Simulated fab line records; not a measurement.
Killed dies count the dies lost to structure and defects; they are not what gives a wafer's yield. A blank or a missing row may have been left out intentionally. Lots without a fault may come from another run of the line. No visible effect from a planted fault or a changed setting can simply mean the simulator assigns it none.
Code-filled problem report in 8D (eight disciplines) form | flow nandHarc | the parts of the form that need people (team, actions taken, sign-off) are left out

## 1. PROBLEM STATEMENT
killedAtPeriphery at NHARC_END_SORT_01 reads a mean of 616.0 on 1 wafer of 1 lot; wafers without a fault read 3.1 with a standard deviation of 2. So: +99 or more standard deviations from the usual mean.
Earliest sighting: wafer L509.1 on prober-02 at day 31 19:34. Wafers with a number at this step in the record: 36, from 12 lots. Rule for "out", or "out of limits": more than 4 standard deviations from the usual mean. Any other wafer with a number is counted as sound.

## 2. WHAT IT IS; WHAT IT IS NOT
question                    | is                                                | is not
which readings at this step | killedAtPeriphery, defectLimitedYield, killedDies | killedAtArray, killedAtOther, killedOpen, killedShort
which lots                  | L509                                              | L493, L495, L496, L497, L498, L499, L500, L510, L511, L512, L514
which wafers of those lots  | L509.1                                            | L509.3, L509.5
read on which gauges        | prober-02                                         | prober-01
when                        | from day 31 19:34                                 | up to then (21 sound wafers); but 14 sound wafers of L509, L510, L511, L512, L514 came after

## 3. THE SUSPECTS, EACH WITH WHAT RULES IT OUT
Counting: a tool at a process step up to the reading stays a suspect if it ran every lot that is out. Sound lots after the first of them don't rule it out here, since some wafers of a struck lot are sound.
- the gauge at NHARC_END_SORT_01: kept. All the wafers that are out were read on prober-02, and no step on other tools shows them out.
- pvdSputter-03 at NHARC_P_M0_PVD_21 (deposits Cu, target thk 30 nm, time 20.49 s): kept. It ran the lot that is out, L509 (day 12 23:03); its last sound lot up to then is L500 (day 8 22:38).
- rieDiel-05 at NHARC_THIN_TSV_ETCHBACK_48 (etches the open film in C4F8/Ar, target depth 1028.5 nm, time 405.17 s): kept. It ran the lot that is out, L509 (day 31 04:45); its last sound lot up to then is L498 (day 25 16:46).
pvdSputter-03 at NHARC_P_M0_PVD_21, rieDiel-05 at NHARC_THIN_TSV_ETCHBACK_48 and prober-02 at NHARC_END_SORT_01 are what is left after counting.

## 4. THE CAUSE (what the simulator had put in)
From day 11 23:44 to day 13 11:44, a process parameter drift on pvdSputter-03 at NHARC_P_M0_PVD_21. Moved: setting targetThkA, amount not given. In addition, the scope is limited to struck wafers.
Counting left 3 suspects, and this tool is among them.

## 5. THE CHAIN OF EFFECTS, in route order
Each row: a reading where the mean over the struck wafers with a number is more than 3 standard deviations away from the usual. Scope: only readings with a usual standard deviation given in the record; hours: median across lots of the time from each lot's start at the first step in this table that gives one to its start at this step; sigmas: change in usual standard deviations.
hours | step              | reading            | usual | on struck wafers | change | sigmas
0     | NHARC_END_SORT_01 | defectLimitedYield | 90 %  | 0                | -90    | -22
0     | NHARC_END_SORT_01 | killedAtPeriphery  | 3.1   | 616.0            | +612.9 | +99 or more
0     | NHARC_END_SORT_01 | killedDies         | 67    | 674              | +607   | +22

## 6. HOW IT WOULD HAVE BEEN CAUGHT EARLIER
In this record the first reading out of limits at a measuring or inspecting step was taken at day 31 19:34, 476 hours after the fault began at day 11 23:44.
An alarm limit of 4 standard deviations would not have fired on the tool readings at NHARC_P_M0_PVD_21 for which the record gives a usual standard deviation, since none of them was out on any struck wafer.
The start of NHARC_P_M0_PVD_21 on pvdSputter-03 came by day 31 19:34 for every one of the lots that are out (1). None of them would have been spared by holding the tool at that moment.
